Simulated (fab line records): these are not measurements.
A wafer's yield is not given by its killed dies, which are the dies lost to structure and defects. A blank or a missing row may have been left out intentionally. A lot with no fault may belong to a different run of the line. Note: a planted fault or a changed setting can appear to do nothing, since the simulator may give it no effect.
fab line records -- flow n5Finfet
record: lots: 7, wafers: 21
route steps=1938 shown BEOL_M4@1070 BEOL_M5@1191 BEOL_M6@1204 BEOL_M7@1308
startH: hours from the record's opening day to when the first of the lot's shown wafers began -- waitH: hours from the lot's prior step to this one -- " repeats the value in the row above -- L1.1+2: a single row standing in for several wafers -- - no value, or no start was given -- * or withheld: withheld -- < > ~ a bound
route shown NAME@n: names a module that has steps shown in the file, with the first one's number in the route -- usual: mean/standard deviation of fault-free wafers -- same: alike in all rows -- chamber/n: place in a boat -- sites: per-site readings -- _std_site: the standard deviation of these -- _edge_site: the outer-site mean with the inner-site mean subtracted -- radiusMm: for every site, how far away it sits from the centre of the wafer -- mask NAME#n: copy n -- behind: the tool/chamber that last shaped the wafer -- hold: what put the lot on hold/how long, in hours/how the hold closed -- device: transistor that didn't switch, given as n, p or np -- end of line: the tests these same wafers got at the end of their route -- where a step has no rows: the recipe by itself -- killed: dies that structure and defects cost at the first sort, which is not the same as the wafer's yield -- map: shows each die of a wafer: x if killed, . if not, _ if none is there
set.NAME: the run value of the setting; set.NAME@STEP: its run value at that earlier step -- model.NAME: the simulator's own value behind a step, which no gauge read
lots with deliberately changed settings; one table per step, one row per wafer
== steps ==
step: N5_BEOL_M4_TRENCH_ETCH_37
recipe: chemistry: C4F6/O2, targetDepthA: 555.55, target: SiOC, timeS: 29.2, ionEnergyEv: 250, pressureMtorr: 30, sourceW: 355, biasW: 185, Ar_flow_sccm: 300, C4F6_flow_sccm: 10, O2_flow_sccm: 10
usual: rfVppV: 668/4.7
lot.wafer,tool,chamber,startH,waitH,set.sourceW,rfVppV,model.etch.depthNm,model.BEOL_M4.featureDepthNm
L074.1,rieDiel-04,1,-,-,355,656,55.77,55.8
L074.4,rieDiel-04,2,-,-,355,666,56.35,56.4
L074.5,rieDiel-04,1,-,-,355,656,55.05,55
L080.1,rieDiel-05,2,-,-,295.9,740,52.51,52.6
L080.3,rieDiel-05,1,-,-,355,664,55.44,55.4
L080.6,rieDiel-05,3,-,-,355,662,55.17,55.2
L084.1,rieDiel-02,0,-,-,355,668,55.93,56
L084.2,rieDiel-02,3,-,-,373.2,649,55.17,55.2
L084.3,rieDiel-02,1,-,-,373.2,656,56.24,56.2
L087.2,rieDiel-04,3,-,-,355,671,55.93,56
L087.3,rieDiel-04,0,-,-,390.9,633,58.08,58
L087.6,rieDiel-04,3,-,-,390.9,636,57.56,57.6
L091.1,rieDiel-02,3,-,-,355,666,53.49,53.4
L091.4,rieDiel-02,1,-,-,355,673,53.96,54
L091.5,rieDiel-02,0,-,-,412.9,615,59.32,59.4
L094.1,rieDiel-02,0,-,-,403.6,624,59.53,59.6
L094.3,rieDiel-02,1,-,-,403.6,631,57.67,57.6
L094.5,rieDiel-02,3,-,-,355,665,54.31,54.4
L095.3,rieDiel-02,2,-,-,355,671,56.45,56.4
L095.4,rieDiel-02,0,-,-,355,665,56.6,56.6
L095.6,rieDiel-02,2,-,-,355,671,56.22,56.2
step: N5_BEOL_M4_ETCH_41
recipe: chemistry: CH3F/O2, target: SiCN, targetDepthA: 299, taperDeg: 2, timeS: 52.5, ionEnergyEv: 120, maskMaterial: TiN, pressureMtorr: 30, sourceW: 395, biasW: 75, Ar_flow_sccm: 150, CH3F_flow_sccm: 30, O2_flow_sccm: 20
step: N5_BEOL_M4_STRIP_97
recipe: chemistry: N2/H2, timeS: 10, powerW: 450, tempC: 40, pressureMtorr: 20, rfFrequencyHz: 6e+07, biasPowerW: 7, n2FlowSccm: 200, h2FlowSccm: 200
step: N5_BEOL_M4_OCD_MEAS_38
usual: trenchDepthNm: 55.5/0.84
lot.wafer,tool,chamber,startH,waitH,set.sourceW@BEOL_M4_TRENCH_ETCH_37,trenchDepthNm
L074.1,ocd-02,-,177.10,-,355,56.1
L074.4,ocd-02,-,177.10,-,355,57.1
L074.5,ocd-02,-,177.10,-,355,55.2
L080.1,ocd-02,-,226.17,-,295.9,51.8
L080.3,ocd-02,-,226.17,-,355,55.4
L080.6,ocd-02,-,226.17,-,355,54.9
L084.1,ocd-02,-,242.04,-,355,55.6
L084.2,ocd-02,-,242.04,-,373.2,54.7
L084.3,ocd-02,-,242.04,-,373.2,56.3
L087.2,ocd-01,-,270.84,-,355,55.7
L087.3,ocd-01,-,270.84,-,390.9,58.5
L087.6,ocd-01,-,270.84,-,390.9,57.5
L091.1,ocd-02,-,297.01,-,355,53.5
L091.4,ocd-02,-,297.01,-,355,54.3
L091.5,ocd-02,-,297.01,-,412.9,59.5
L094.1,ocd-01,-,301.51,-,403.6,59.3
L094.3,ocd-01,-,301.51,-,403.6,57.2
L094.5,ocd-01,-,301.51,-,355,54.5
L095.3,ocd-01,-,309.18,-,355,56.4
L095.4,ocd-01,-,309.18,-,355,56.4
L095.6,ocd-01,-,309.18,-,355,56.8
step: N5_BEOL_M4_SPUTTER_86
recipe: material: Cu, targetThkA: 45, tempC: -20, chamberPressurePa: 0.07, powerW: withheld, timeS: 8.29
lot.wafer,tool,chamber,startH,waitH,set.timeS
L074.1+4,pvdSputter-02,-,178.68,0.1,8.29
L074.5,pvdSputter-02,-,178.68,0.1,9.151
L080.1+3,pvdSputter-02,-,228.44,0.1,7.323
L080.6,pvdSputter-02,-,228.44,0.1,8.29
L084.1+2+3,pvdSputter-02,-,245.45,0.1,8.29
L087.2+3,pvdSputter-01,-,272.60,0.1,8.805
L087.6,pvdSputter-01,-,272.60,0.1,8.29
L091.1,pvdSputter-02,-,300.18,0.1,7.323
L091.4+5,pvdSputter-02,-,300.18,0.1,8.29
L094.1+3+5,pvdSputter-02,-,303.15,0.1,8.29
L095.3+4+6,pvdSputter-02,-,311.24,0.1,8.29
step: N5_BEOL_M4_ANNEAL_87
recipe: tempC: 400, timeS: 240, ambient: vacuum
step: N5_BEOL_M4_SPUTTER_88
recipe: material: Cu, targetThkA: 45, tempC: -20, chamberPressurePa: 0.07, powerW: withheld, timeS: 8.29
step: N5_BEOL_M4_ECD_50
recipe: material: Cu, targetThkA: 3000
step: N5_BEOL_M4_ANNEAL_51
recipe: tempC: 225, timeS: 90, ambient: N2
step: N5_BEOL_M4_CMP_52
recipe: stopOn: SiOC, tOverpolishS: 6.8, downForcePsi: 1, platenRpm: 50, clearingPlatenDownForcePsi: 1.5, clearingPlatenRpm: 50, postCmpClean: cuAlkaline, targetThkNm: 40, clearingPlatenPadVelocityMS: 0.99484, padVelocityMS: 0.99484
lot.wafer,tool,chamber,startH,waitH,set.sourceW@BEOL_M4_TRENCH_ETCH_37,model.Cu_of_BEOL_M4_ECD_50.thkNm
L074.1+4+5,cmp-03,"3,2,0",180.27,0.3,355,-
L080.1,cmp-01,3,230.23,0.3,295.9,-
L080.3,cmp-01,2,230.23,0.3,355,-
L080.6,cmp-01,0,230.23,0.3,355,39
L084.1,cmp-03,1,247.08,0.3,355,-
L084.3,cmp-03,2,247.08,0.3,373.2,40.6
L084.2,cmp-03,3,247.08,0.3,373.2,-
L087.3,cmp-01,0,274.20,0.2,390.9,-
L087.2,cmp-01,3,274.20,0.2,355,-
L087.6,cmp-01,1,274.20,0.2,390.9,40.8
L091.4,cmp-01,3,301.93,0.3,355,38.6
L091.1,cmp-01,0,301.93,0.3,355,-
L091.5,cmp-01,2,301.93,0.3,412.9,44.2
L094.3,cmp-03,2,304.87,0.2,403.6,42.6
L094.1,cmp-03,1,304.87,0.2,403.6,42.8
L094.5,cmp-03,3,304.87,0.2,355,37.6
L095.4+6,cmp-01,2,312.83,0.1,355,40.8
L095.3,cmp-01,3,312.83,0.1,355,41.2
step: N5_BEOL_M4_PRE_CLEAN_60
recipe: gas: NH3/H2, timeS: 15, tempC: *, rfPowerW: 300
step: N5_BEOL_M4_PRE_CLEAN_56
recipe: gas: NH3, timeS: 15, tempC: withheld, rfPowerW: 300
step: N5_BEOL_M4_DEP_57
recipe: material: SiCN, targetThkA: 80, tempC: withheld, precursor: 3MS/NH3, pressureTorr: 3, rfW: 202, timeS: 14
step: N5_BEOL_M4_RS_MEAS_58
recipe: thkMeasGauge: four-point-probe, reads: Co_of_BEOL_M4_CO_CAP_55+Cu_of_BEOL_M4_ECD_50+Co_of_BEOL_M4_CVD_47+TaN_of_BEOL_M4_ALD_84
usual: M4_RS: 0.678/0.025
lot.wafer,tool,chamber,startH,waitH,set.sourceW@BEOL_M4_TRENCH_ETCH_37,M4_RS[ohm/sq]
L074.1,filmMetro-02,-,180.82,0.0,355,0.688
L074.4,filmMetro-02,-,180.82,0.0,355,0.633
L074.5,filmMetro-02,-,180.82,0.0,355,0.692
L080.1,filmMetro-01,-,230.82,0.1,295.9,0.776
L080.3,filmMetro-01,-,230.82,0.1,355,0.693
L080.6,filmMetro-01,-,230.82,0.1,355,0.690
L084.1,filmMetro-02,-,247.60,0.0,355,0.680
L084.2,filmMetro-02,-,247.60,0.0,373.2,0.687
L084.3,filmMetro-02,-,247.60,0.0,373.2,0.657
L087.2,filmMetro-02,-,274.83,0.1,355,0.653
L087.3,filmMetro-02,-,274.83,0.1,390.9,0.610
L087.6,filmMetro-02,-,274.83,0.1,390.9,0.651
L091.1,filmMetro-02,-,302.42,0.0,355,0.732
L091.4,filmMetro-02,-,302.42,0.0,355,0.699
L091.5,filmMetro-02,-,302.42,0.0,412.9,0.589
L094.1,filmMetro-02,-,305.42,0.0,403.6,0.612
L094.3,filmMetro-02,-,305.42,0.0,403.6,0.616
L094.5,filmMetro-02,-,305.42,0.0,355,0.723
L095.3,filmMetro-01,-,313.38,0.1,355,0.644
L095.4,filmMetro-01,-,313.38,0.1,355,0.648
L095.6,filmMetro-01,-,313.38,0.1,355,0.651
step: N5_BEOL_M5_DEP_56
recipe: material: SiCN, targetThkA: 80, tempC: withheld, precursor: 3MS/NH3, pressureTorr: 3, rfW: 202, timeS: 14
lot.wafer,tool,chamber,startH,waitH,set.timeS,model.SiCN_of_BEOL_M5_DEP_56.thkNm
L074.1,pecvd-02,2,194.06,0.0,15.96,9
L074.4,pecvd-02,2,194.06,0.0,14,8
L074.5,pecvd-02,1,194.06,0.0,14,8.2
L080.1,pecvd-01,0,245.93,0.0,14,8.2
L080.3,pecvd-01,1,245.93,0.0,15.01,8.6
L080.6,pecvd-01,1,245.93,0.0,15.01,8.4
L084.1,pecvd-01,0,259.47,0.0,15.9,9.2
L084.2+3,pecvd-01,"1,2",259.47,0.0,14,8
L087.2,pecvd-01,2,287.91,0.0,14,8
L087.3+6,pecvd-01,"0,1",287.91,0.0,15.14,8.6
L091.1+4,pecvd-03,"0,1",314.99,0.0,14,8
L091.5,pecvd-03,2,314.99,0.0,14.71,8.4
L094.1+5,pecvd-01,0,321.07,0.0,14,8
L094.3,pecvd-01,1,321.07,0.0,14.96,8.4
L095.3,pecvd-01,2,326.88,0.0,14,8
L095.4+6,pecvd-01,"0,2",326.88,0.0,14,8.2
step: N5_BEOL_M6_EXPOSE_08
recipe: maskId: M6, na: 1.35, sourceShape: dipole, sigmaInner: 0.817, sigmaOuter: 0.97, polarization: te, doseMj: 68.25
lot.wafer,tool,chamber,startH,waitH,mask,set.doseMj
L074.1+5,arfiScanner-02,0,195.55,-,M6#0,68.25
L074.4,arfiScanner-02,0,195.55,-,M6#0,63.78
L080.1+3+6,arfiScanner-01,0,249.12,-,M6#0,68.25
L084.1+2+3,arfiScanner-01,0,262.16,-,M6#0,68.25
L087.2+6,arfiScanner-02,0,293.29,-,M6#0,63.31
L087.3,arfiScanner-02,0,293.29,-,M6#0,68.25
L091.1+5,arfiScanner-01,0,318.07,-,M6#0,68.25
L091.4,arfiScanner-01,0,318.07,-,M6#0,66.85
L094.1,arfiScanner-03,0,322.99,-,M6#0,68.25
L094.3+5,arfiScanner-03,0,322.99,-,M6#0,66.83
L095.3+4+6,arfiScanner-03,0,329.31,-,M6#0,68.25
step: N5_BEOL_M6_PEB_09
recipe: pebTempC: withheld, pebTimeS: 60, resist: CAR-ArF
step: N5_BEOL_M6_DEVELOP_10
recipe: developTimeS: 30, developer: TMAH, resist: CAR-ArF, rinseLiquid: diw, dry: airSpin, devTempC: 23
step: N5_BEOL_M6_CD_MEAS_11
recipe: targetCdNm: 38.5, landingEnergyEv: 500, detector: seInlens, polarity: opening
usual: cdNm: 38.6/0.46
lot.wafer,tool,chamber,startH,waitH,set.doseMj@BEOL_M6_EXPOSE_08,cdNm
L074.1,cdSem-03,0,195.68,-,68.25,39.2
L074.4,cdSem-03,0,195.68,-,63.78,36.3
L074.5,cdSem-03,0,195.68,-,68.25,39.7
L080.1,cdSem-02,0,249.25,-,68.25,38.2
L080.3,cdSem-02,0,249.25,-,68.25,38.9
L080.6,cdSem-02,0,249.25,-,68.25,39.0
L084.1,cdSem-02,0,262.29,-,68.25,37.7
L084.2,cdSem-02,0,262.29,-,68.25,38.7
L084.3,cdSem-02,0,262.29,-,68.25,38.4
L087.2,cdSem-03,0,293.41,-,63.31,35.2
L087.3,cdSem-03,0,293.41,-,68.25,39.1
L087.6,cdSem-03,0,293.41,-,63.31,35.0
L091.1,cdSem-01,0,318.19,-,68.25,38.3
L091.4,cdSem-01,0,318.19,-,66.85,37.5
L091.5,cdSem-01,0,318.19,-,68.25,38.7
L094.1,cdSem-01,0,323.12,-,68.25,39.4
L094.3,cdSem-01,0,323.12,-,66.83,38.2
L094.5,cdSem-01,0,323.12,-,66.83,38.2
L095.3,cdSem-01,0,329.43,-,68.25,38.7
L095.4,cdSem-01,0,329.43,-,68.25,38.5
L095.6,cdSem-01,0,329.43,-,68.25,38.4
step: N5_BEOL_M6_DESCUM_16
recipe: chemistry: O2, timeS: 7.9, sourcePowerW: 50, biasPowerW: 20, pressureMtorr: 20, rfFrequencyHz: 2.712e+07, tempC: 40, resist: CAR-ArF, o2FlowSccm: 225
step: N5_BEOL_M6_ETCH_61
recipe: chemistry: CF4, target: SiARC, targetDepthA: 455, maskMaterial: CAR-ArF, timeS: 75.8, ionEnergyEv: 80, pressureMtorr: 40, sourceW: 545, biasW: 36, Ar_flow_sccm: 100, cf4FlowSccm: 100, ends: cleared
lot.wafer,tool,chamber,startH,waitH,set.doseMj@BEOL_M6_EXPOSE_08,model.BEOL_M6.cdOffsetNm
L074.1,rieDiel-04,0,196.30,0.0,68.25,0.8
L074.4,rieDiel-04,2,196.30,0.0,63.78,-2.2
L074.5,rieDiel-04,1,196.30,0.0,68.25,1
L080.1,rieDiel-05,0,249.37,0.0,68.25,-0.4
L080.3+6,rieDiel-05,"2,0",249.37,0.0,68.25,0.2
L084.1,rieDiel-04,2,262.47,0.0,68.25,-0.6
L084.2+3,rieDiel-04,"0,3",262.47,0.0,68.25,0.2
L087.2+6,rieDiel-02,"3,1",293.54,0.0,63.31,-3.6
L087.3,rieDiel-02,1,293.54,0.0,68.25,-0.2
L091.1,rieDiel-05,3,318.70,0.0,68.25,0
L091.4,rieDiel-05,2,318.70,0.0,66.85,-1
L091.5,rieDiel-05,1,318.70,0.0,68.25,0.2
L094.1,rieDiel-02,1,323.32,0.0,68.25,0.8
L094.3+5,rieDiel-02,"2,0",323.32,0.0,66.83,-0.2
L095.3,rieDiel-05,2,329.96,0.0,68.25,0.6
L095.4+6,rieDiel-05,1,329.96,0.0,68.25,0
step: N5_BEOL_M6_ETCH_62
recipe: chemistry: N2/H2, target: SOC, targetDepthA: 1100, overetchA: 220, maskMaterial: SiARC, tempC: 40, timeS: 165, ionEnergyEv: 200, pressureMtorr: 30, sourceW: 840, biasW: 150, n2FlowSccm: 200, h2FlowSccm: 200
lot.wafer,tool,chamber,startH,waitH,set.timeS,set.doseMj@BEOL_M6_EXPOSE_08,model.BEOL_M6.cdOffsetNm,model.SiARC_of_BEOL_M6_COAT_60.thkNm
L074.1,rieDiel-04,0,196.35,0.0,165,68.25,0.8,28.2
L074.4,rieDiel-04,2,196.35,0.0,201.8,63.78,-1.4,26.8
L074.5,rieDiel-04,1,196.35,0.0,165,68.25,1,28.4
L080.1,rieDiel-05,0,249.43,0.0,165,68.25,-0.2,28.4
L080.3,rieDiel-05,2,249.43,0.0,178.2,68.25,0.4,27.8
L080.6,rieDiel-05,0,249.43,0.0,165,68.25,0.2,28.4
L084.1,rieDiel-04,2,262.52,0.0,165,68.25,-0.6,28.2
L084.2,rieDiel-04,0,262.52,0.0,165,68.25,0.2,28.2
L084.3,rieDiel-04,3,262.52,0.0,165,68.25,0,28.2
L087.2,rieDiel-02,3,293.59,0.0,133.1,63.31,-4.2,29.8
L087.3,rieDiel-02,1,293.59,0.0,133.1,68.25,-1,29.6
L087.6,rieDiel-02,1,293.59,0.0,165,63.31,-3.6,28.4
L091.1,rieDiel-05,3,318.75,0.0,145.9,68.25,-0.2,28.8
L091.4,rieDiel-05,2,318.75,0.0,145.9,66.85,-1.4,29
L091.5,rieDiel-05,1,318.75,0.0,145.9,68.25,-0.2,29
L094.1,rieDiel-02,1,323.38,0.0,165,68.25,0.8,28.6
L094.3,rieDiel-02,2,323.38,0.0,201,66.83,0.4,26.6
L094.5,rieDiel-02,0,323.38,0.0,165,66.83,-0.2,28.6
L095.3,rieDiel-05,2,330.02,0.0,165,68.25,0.6,28.2
L095.4,rieDiel-05,1,330.02,0.0,165,68.25,0,28.2
L095.6,rieDiel-05,1,330.02,0.0,165,68.25,-0.2,28.4
step: N5_BEOL_M6_STRIP_68
recipe: chemistry: N2/H2, tempC: 40, n2FlowSccm: 200, h2FlowSccm: 200, rfFrequencyHz: 6e+07
step: N5_BEOL_M6_STRIP_67
recipe: chemistry: CF4, resist: SiARC, powerW: 300, biasPowerW: 75, pressureMtorr: 50, cf4FlowSccm: 150, rfFrequencyHz: 6e+07
step: N5_BEOL_M6_HM_OPEN_17
recipe: chemistry: Cl2/BCl3, targetDepthA: 200, overetchA: 60, target: TiN, maskMaterial: SOC, ionEnergyEv: 150, pressureMtorr: 10, icpW: 1000, biasW: 126, Cl2_flow_sccm: 53.25, bcl3FlowSccm: 21.75, Ar_flow_sccm: 25
lot.wafer,tool,chamber,startH,waitH,set.doseMj@BEOL_M6_EXPOSE_08,set.timeS@BEOL_M6_ETCH_62,model.BEOL_M6.cdOffsetNm,model.etch.depthNm
L074.1,rieMetal-02,1,196.54,0.0,68.25,165,1,19.71
L074.4,rieMetal-02,0,196.54,0.0,63.78,201.8,-1.4,16.13
L074.5,rieMetal-02,1,196.54,0.0,68.25,165,1,19.86
L080.1,rieMetal-01,1,249.61,0.0,68.25,165,-0.4,19.93
L080.3,rieMetal-01,0,249.61,0.0,68.25,178.2,0.6,18.49
L080.6,rieMetal-01,1,249.61,0.0,68.25,165,0,19.84
L084.1,rieMetal-03,0,262.71,0.0,68.25,165,-0.6,20.19
L084.2,rieMetal-03,1,262.71,0.0,68.25,165,0.2,20.2
L084.3,rieMetal-03,0,262.71,0.0,68.25,165,0,19.97
L087.2,rieMetal-01,1,293.78,0.0,63.31,133.1,-4,19.71
L087.3,rieMetal-01,1,293.78,0.0,68.25,133.1,-1,19.8
L087.6,rieMetal-01,0,293.78,0.0,63.31,165,-3.6,19.75
L091.1,rieMetal-01,0,318.94,0.0,68.25,145.9,-0.2,20.11
L091.4,rieMetal-01,0,318.94,0.0,66.85,145.9,-1.4,20.1
L091.5,rieMetal-01,1,318.94,0.0,68.25,145.9,0,20.29
L094.1,rieMetal-01,1,323.56,0.0,68.25,165,0.8,20.23
L094.3,rieMetal-01,0,323.56,0.0,66.83,201,0.6,16.65
L094.5,rieMetal-01,1,323.56,0.0,66.83,165,-0.2,20.07
L095.3,rieMetal-01,0,330.24,0.1,68.25,165,0.6,19.9
L095.4,rieMetal-01,1,330.24,0.1,68.25,165,0,19.87
L095.6,rieMetal-01,0,330.24,0.1,68.25,165,0,19.78
step: N5_BEOL_M6_STRIP_19
recipe: chemistry: O2, powerW: 400, tempC: 40, pressureMtorr: 30, rfFrequencyHz: 6e+07, biasPowerW: 0, overashFraction: 0.2, o2FlowSccm: 225
step: N5_BEOL_M6_CD_MEAS_18
recipe: pitchNm: 80, targetCdNm: 40
usual: cdNm: 40.0/0.56
lot.wafer,tool,chamber,startH,waitH,set.doseMj@BEOL_M6_EXPOSE_08,cdNm
L074.1,cdSem-01,-,196.72,0.0,68.25,40.7
L074.4,cdSem-01,-,196.72,0.0,63.78,38.6
L074.5,cdSem-01,-,196.72,0.0,68.25,40.8
L080.1,cdSem-03,-,249.79,0.0,68.25,39.3
L080.3,cdSem-03,-,249.79,0.0,68.25,40.5
L080.6,cdSem-03,-,249.79,0.0,68.25,40.0
L084.1,cdSem-03,-,263.02,0.0,68.25,39.3
L084.2,cdSem-03,-,263.02,0.0,68.25,40.4
L084.3,cdSem-03,-,263.02,0.0,68.25,40.0
L087.2,cdSem-03,-,293.97,0.1,63.31,36.1
L087.3,cdSem-03,-,293.97,0.1,68.25,39.1
L087.6,cdSem-03,-,293.97,0.1,63.31,36.4
L091.1,cdSem-01,-,319.18,0.0,68.25,39.8
L091.4,cdSem-01,-,319.18,0.0,66.85,38.3
L091.5,cdSem-01,-,319.18,0.0,68.25,39.8
L094.1,cdSem-01,-,323.87,0.0,68.25,40.5
L094.3,cdSem-01,-,323.87,0.0,66.83,40.9
L094.5,cdSem-01,-,323.87,0.0,66.83,39.7
L095.3,cdSem-02,-,330.39,0.1,68.25,40.5
L095.4,cdSem-02,-,330.39,0.1,68.25,39.8
L095.6,cdSem-02,-,330.39,0.1,68.25,40.4
step: N5_BEOL_M6_COAT_63
recipe: resist: SOC, tempC: 250, timeS: 60, spinRpm: 1500, resistThkNm: 60
step: N5_BEOL_M6_COAT_64
recipe: resist: SiARC, tempC: 220, timeS: 60, spinRpm: 1500, resistThkNm: 12
step: N5_BEOL_M6_PRECLEAN_42
recipe: chemistry: residueRemover, timeS: 60, tempC: 40
step: N5_BEOL_M6_SRD_43
recipe: timeS: 30, tempC: 23, rinseLiquid: diw, dry: ipaMarangoni
step: N5_BEOL_M6_CD_MEAS_35
recipe: targetCdNm: 40, targetCdYNm: 28, polarity: opening
usual: cdNm: 40.0/0.56
lot.wafer,tool,chamber,startH,waitH,set.doseMj@BEOL_M6_EXPOSE_08,cdNm
L074.1,cdSem-01,-,201.89,0.0,68.25,40.9
L074.4,cdSem-01,-,201.89,0.0,63.78,39.2
L074.5,cdSem-01,-,201.89,0.0,68.25,41.0
L080.1,cdSem-01,-,251.00,0.0,68.25,39.7
L080.3,cdSem-01,-,251.00,0.0,68.25,40.4
L080.6,cdSem-01,-,251.00,0.0,68.25,40.3
L084.1,cdSem-03,-,264.31,0.0,68.25,39.2
L084.2,cdSem-03,-,264.31,0.0,68.25,39.8
L084.3,cdSem-03,-,264.31,0.0,68.25,40.1
L087.2,cdSem-02,-,295.34,0.0,63.31,35.9
L087.3,cdSem-02,-,295.34,0.0,68.25,39.1
L087.6,cdSem-02,-,295.34,0.0,63.31,36.6
L091.1,cdSem-02,-,320.63,0.0,68.25,39.4
L091.4,cdSem-02,-,320.63,0.0,66.85,38.4
L091.5,cdSem-02,-,320.63,0.0,68.25,39.9
L094.1,cdSem-03,-,325.83,0.0,68.25,41.0
L094.3,cdSem-03,-,325.83,0.0,66.83,40.9
L094.5,cdSem-03,-,325.83,0.0,66.83,39.9
L095.3,cdSem-02,-,332.23,0.0,68.25,40.4
L095.4,cdSem-02,-,332.23,0.0,68.25,40.3
L095.6,cdSem-02,-,332.23,0.0,68.25,40.1
step: N5_BEOL_M7_TRENCH_ETCH_37
recipe: chemistry: C4F6/O2, targetDepthA: 934.78, target: SiCOH_lowk, timeS: 31.2, ionEnergyEv: 250, pressureMtorr: 30, sourceW: 345, biasW: 185, Ar_flow_sccm: 300, C4F6_flow_sccm: 10, O2_flow_sccm: 10
usual: rfVppV: 666/7.5
lot.wafer,tool,chamber,startH,waitH,set.biasW,rfVppV
L074.1,rieDiel-06,1,-,-,185,668
L074.4,rieDiel-06,0,-,-,169.2,629
L074.5,rieDiel-06,1,-,-,169.2,621
L080.1,rieDiel-01,1,-,-,211.9,741
L080.3,rieDiel-01,2,-,-,185,673
L080.6,rieDiel-01,0,-,-,185,672
L084.1,rieDiel-01,2,-,-,185,673
L084.2,rieDiel-01,3,-,-,200,703
L084.3,rieDiel-01,0,-,-,200,715
L087.2,rieDiel-06,0,-,-,159.2,597
L087.3,rieDiel-06,1,-,-,185,666
L087.6,rieDiel-06,2,-,-,185,673
L091.1,rieDiel-03,1,-,-,185,659
L091.4,rieDiel-03,0,-,-,185,648
L091.5,rieDiel-03,3,-,-,185,669
L094.1,rieDiel-06,1,-,-,208.7,732
L094.3,rieDiel-06,0,-,-,208.7,741
L094.5,rieDiel-06,1,-,-,185,666
L095.3,rieDiel-03,0,-,-,185,650
L095.4,rieDiel-03,3,-,-,185,666
L095.6,rieDiel-03,0,-,-,185,649
== key ==
split: step: N5_BEOL_M4_TRENCH_ETCH_37, setting: sourceW, stated: 355, by: wafer
response: step: N5_BEOL_M4_TRENCH_ETCH_37, reading: rfVppV, change: -3.62, per: 1%, r: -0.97
response: step: N5_BEOL_M4_TRENCH_ETCH_37, reading: model.etch.depthNm, change: +0.25, per: 1%, r: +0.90
response: step: N5_BEOL_M4_TRENCH_ETCH_37, reading: model.BEOL_M4.featureDepthNm, change: +0.247, per: 1%, r: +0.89
response: step: N5_BEOL_M4_OCD_MEAS_38, reading: trenchDepthNm, change: +0.259, per: 1%, r: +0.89
response: step: N5_BEOL_M4_CMP_52, reading: model.Cu_of_BEOL_M4_ECD_50.thkNm, change: +0.357, per: 1%, r: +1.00
response: step: N5_BEOL_M4_RS_MEAS_58, reading: M4_RS, change: -0.00611, per: 1%, r: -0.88
split: step: N5_BEOL_M4_SPUTTER_86, setting: timeS, stated: 8.29, by: wafer
response none clear
split: step: N5_BEOL_M5_DEP_56, setting: timeS, stated: 14, by: wafer
response: step: N5_BEOL_M5_DEP_56, reading: model.SiCN_of_BEOL_M5_DEP_56.thkNm, change: +0.0713, per: 1%, r: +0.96
split: step: N5_BEOL_M6_EXPOSE_08, setting: doseMj, stated: 68.25, by: wafer
response: step: N5_BEOL_M6_CD_MEAS_11, reading: cdNm, change: +0.516, per: 1%, r: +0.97
response: step: N5_BEOL_M6_ETCH_61, reading: model.BEOL_M6.cdOffsetNm, change: +0.474, per: 1%, r: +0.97
response: step: N5_BEOL_M6_ETCH_62, reading: model.BEOL_M6.cdOffsetNm, change: +0.385, per: 1%, r: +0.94
response: step: N5_BEOL_M6_HM_OPEN_17, reading: model.BEOL_M6.cdOffsetNm, change: +0.384, per: 1%, r: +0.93
response: step: N5_BEOL_M6_CD_MEAS_18, reading: cdNm, change: +0.367, per: 1%, r: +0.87
response: step: N5_BEOL_M6_CD_MEAS_35, reading: cdNm, change: +0.344, per: 1%, r: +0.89
split: step: N5_BEOL_M6_ETCH_62, setting: timeS, stated: 165, by: wafer
response: step: N5_BEOL_M6_ETCH_62, reading: model.SiARC_of_BEOL_M6_COAT_60.thkNm, change: -0.0758, per: 1%, r: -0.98
response: step: N5_BEOL_M6_HM_OPEN_17, reading: model.etch.depthNm, shape: bent, atLowest: 19.75, atStated: 19.95, atHighest: 16.13
split: step: N5_BEOL_M7_TRENCH_ETCH_37, setting: biasW, stated: 185, by: wafer
response: step: N5_BEOL_M7_TRENCH_ETCH_37, reading: rfVppV, change: +5.04, per: 1%, r: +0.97
